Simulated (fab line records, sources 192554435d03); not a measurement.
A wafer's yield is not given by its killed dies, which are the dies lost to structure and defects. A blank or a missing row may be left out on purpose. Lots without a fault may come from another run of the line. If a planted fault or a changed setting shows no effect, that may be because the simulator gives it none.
Chamber matching / flow n5_finfet / N5_HKMG_FIN_ETCH_58 on rie_diel-06 has 4 sister chambers
The step etches SOC in N2/H2, target depth 215.8 nm, time 741 s. 4 wafers are shown with their chamber, then 7 later ones without.

EACH WAFER AND ITS CHAMBER
wafer=L085.1; chamber=2; showerhead_plenum_p_Torr (Torr)=2.41
wafer=L085.2; chamber=0; showerhead_plenum_p_Torr (Torr)=2.62
wafer=L086.1; chamber=3; showerhead_plenum_p_Torr (Torr)=2.42
wafer=L086.2; chamber=1; showerhead_plenum_p_Torr (Torr)=2.54

WAFERS WHOSE CHAMBER IS MISSING
wafer=L086.4; showerhead_plenum_p_Torr (Torr)=2.40
wafer=L094.3; showerhead_plenum_p_Torr (Torr)=2.41
wafer=L094.4; showerhead_plenum_p_Torr (Torr)=2.61
wafer=L094.5; showerhead_plenum_p_Torr (Torr)=2.53
wafer=L096.1; showerhead_plenum_p_Torr (Torr)=2.60
wafer=L096.2; showerhead_plenum_p_Torr (Torr)=2.41
wafer=L096.5; showerhead_plenum_p_Torr (Torr)=2.41

THE CHAMBER EACH PASSED THROUGH
wafer=L086.4; from the rows above=can't be placed: 2 or 3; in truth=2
wafer=L094.3; from the rows above=can't be placed: 2 or 3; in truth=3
wafer=L094.4; from the rows above=0; in truth=0
wafer=L094.5; from the rows above=1; in truth=1
wafer=L096.1; from the rows above=0; in truth=0
wafer=L096.2; from the rows above=can't be placed: 2 or 3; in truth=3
wafer=L096.5; from the rows above=can't be placed: 2 or 3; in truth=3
Correct placement for 3 of the 7. Unplaceable from these rows: 4, with the true chamber sitting among the candidates in 4. Number placed wrongly: 0.
How it was worked out, from the rows above alone: a wafer's distance from a chamber is the root of the sum, over the readings, of the square of ((its reading less the chamber's mean) divided by the reading's scatter). If the next closest chamber is less than 2 further off than the closest, the wafer can't be placed; otherwise it belongs to the closest. The mean given for a chamber averages the wafers shown for that chamber. The scatter (one wafer shown for each chamber): square how far every hidden wafer sits from the nearest shown wafer, average those squares and take the square root.
